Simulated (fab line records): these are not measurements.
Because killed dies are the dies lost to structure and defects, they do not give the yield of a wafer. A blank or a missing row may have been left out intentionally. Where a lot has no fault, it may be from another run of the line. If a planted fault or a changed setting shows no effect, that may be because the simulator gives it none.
Struck lot and sound lot, side by side	flow n5Finfet	40 steps out of a route of 1938
Sound: wafers L520.2, L520.3, L520.6. Struck: wafer L509.4 (left out: L509.5, L509.6 of the same lot, which were not struck); the cause appears at the end.
Each step with rows lists, per side, the tool, then ch with its chambers, then its first start. Under that, the readings that differ: sound wafers	struck wafers	difference of the means	sigmas: that difference in standard deviations of wafers without a fault.
alike: readings with means less than 2 such deviations apart, plus words and numbers identical on both sides. not compared: withheld readings, readings lacking a value on some wafer, bounds such as >300 that could conceal the same value, and numbers that have no deviation in the record and whose values overlap.
The two part at a step that has a row with sigmas, a row that says differs or no value, or rows on one side only. Numbers that don't overlap but have no deviation are shown without sigmas and don't part them. A reading that every wafer of one side lacks parts them only if that side has two wafers or more.

first, 8 steps without rows for these wafers: N5_BEOL_M1_ANNEAL_51 (time 90 s); N5_BEOL_M1_CMP_52 (polishes, stops on SiOC, t overpolish 6.8 s, target thk 40 nm); N5_BEOL_M1_PRE_CLEAN_60 (time 15 s); N5_BEOL_M1_CO_CAP_55 (material Co, precursor CCTBA/H2, target thk 2 nm, time 102.1 s); N5_BEOL_M1_PRE_CLEAN_56 (time 15 s); N5_BEOL_M1_DEP_57 (deposits SiCN from 3MS/NH3, target thk 8 nm, time 14 s); N5_BEOL_M2_ILD_DEP_00 (deposits SiOC from DEMS/O2, target thk 79 nm, time 15.3 s); N5_BEOL_M2_PECVD_72 (deposits SiO2 from TEOS/O2, target thk 16 nm, time 18 s).
N5_BEOL_M2_HM_DEP_02: deposits TiN, target thk 20 nm.
  sound on pvdSputter-01 at day 11 09:57; struck on pvdSputter-02 at day 8 10:18
reading	sound	struck	difference	sigmas
model.TiN_of_BEOL_M2_HM_DEP_02.thkNm (nm)	20.2 19.8 20	36.6	+16.6	
  alike: chamberPressurePa, throttleValvePct
then, 16 steps without rows for these wafers: N5_BEOL_M2_COAT_61 (time 60 s, resist thk 60 nm); N5_BEOL_M2_COAT_62 (time 60 s, resist thk 12 nm); N5_BEOL_M2_COAT_73 (time 60 s, resist thk 5 nm); N5_BEOL_M2_COAT_05 (resist thk 30 nm); N5_BEOL_M2_EBR_07; N5_BEOL_M2_SOFTBAKE_06 (time 60 s); N5_BEOL_M2_EXPOSE_08 (exposes mask M2); N5_BEOL_M2_PEB_09 (peb time 60 s); N5_BEOL_M2_DEVELOP_10 (develop time 30 s); N5_BEOL_M2_DESCUM_16 (chemistry O2, time 7 s); N5_BEOL_M2_ETCH_74 (etches underlayer in N2/H2, target depth 6.5 nm, time 5.2 s); N5_BEOL_M2_ETCH_63 (etches SiARC in CF4, target depth 15.6 nm, time 26 s); N5_BEOL_M2_ETCH_64 (etches SOC in N2/H2, target depth 75 nm, overetch 22.5 nm, time 121.9 s); N5_BEOL_M2_STRIP_65 (strips in N2/H2); N5_BEOL_M2_STRIP_75 (strips in N2/H2); N5_BEOL_M2_STRIP_66 (strips in CF4).
N5_BEOL_M2_HM_OPEN_17: chemistry Cl2/BCl3, target TiN, target depth 20 nm, overetch 6 nm.
  sound on rieMetal-02 ch 0,1, day 11 10:43; struck on rieMetal-02 ch 0, day 8 11:10
reading	sound	struck	difference	sigmas
model.etch.depthNm (nm)	20.18 19.82 19.96	26.09	+6.10	
  alike: chamberPressureMTorr, drypumpMotorCurrentA, oesProductAu, throttleValvePct
  not compared: rfHoursCounterH
then, 8 steps without rows for these wafers: N5_BEOL_M2_STRIP_19 (strips in O2); N5_BEOL_M2_COAT_67 (time 60 s, resist thk 60 nm); N5_BEOL_M2_COAT_68 (time 60 s, resist thk 12 nm); N5_BEOL_M2_COAT_76 (time 60 s, resist thk 5 nm); N5_BEOL_M2_COAT_22 (resist thk 30 nm); N5_BEOL_M2_EBR_24; N5_BEOL_M2_SOFTBAKE_23 (time 60 s); N5_BEOL_M2_EXPOSE_25 (exposes mask V1, defocus 5 nm).
N5_BEOL_M2_ETCHBACK_99: etches SiO2 in CHF3, target depth 5 nm, time 10.4 s.
  sound on rieDiel-02 ch 0,1,3, day 11 12:59; struck on rieDiel-04 ch 2, day 8 16:08
reading	sound	struck	difference	sigmas
oesProductAu (a.u.)	0.89 0.90 0.84	0.31	-0.57	-7
  alike: chamberPressureMTorr, drypumpMotorCurrentA, rfVppV, showerheadPlenumPTorr, throttleValvePct
  not compared: rfHoursCounterH
N5_BEOL_M2_TRENCH_ETCH_37: etches SiOC in C4F6/O2, target depth 55.555 nm, time 29.2 s.
  sound on rieDiel-02 ch 0,1,3; struck on rieDiel-04 ch 2
reading	sound	struck	difference	sigmas
model.TiN_of_BEOL_M2_HM_DEP_02.thkNm (nm)	17.8 17.4 17.6	34.2	+16.6	
  alike: chamberPressureMTorr, drypumpMotorCurrentA, oesProductAu, rfVppV, showerheadPlenumPTorr, throttleValvePct
  not compared: rfHoursCounterH
N5_BEOL_M2_OCD_MEAS_38:
  sound on ocd-01 at day 11 13:23; struck on ocd-01 at day 8 16:32
  not compared: trenchDepthNm
N5_BEOL_M2_CD_MEAS_35: target cd 18 nm, target cd y 22.2 nm.
  sound on cdSem-03 at day 11 13:32; struck on cdSem-01 at day 8 16:41
  not compared: cdNm
N5_BEOL_M4_RC_MEAS_101:
  the record has rows for the sound wafers here (prober-02 ch 0, day 13 03:37) and none for the struck ones
-- the record jumps here: 6 days lie between the struck wafers' starts before and after (it left off in module BEOL_M4 and takes up again in module PASSIVATION, whose first step shown is number 1936 of the route) --
N5_PASSIVATION_PROBE_49:
  the record has rows for the struck wafers here (prober-01, day 14 23:06) and none for the sound ones

## WHERE THEY PART
Earliest at N5_BEOL_M2_ETCHBACK_99; latest, in this record, at N5_PASSIVATION_PROBE_49.

WHY: the cause the simulator had injected
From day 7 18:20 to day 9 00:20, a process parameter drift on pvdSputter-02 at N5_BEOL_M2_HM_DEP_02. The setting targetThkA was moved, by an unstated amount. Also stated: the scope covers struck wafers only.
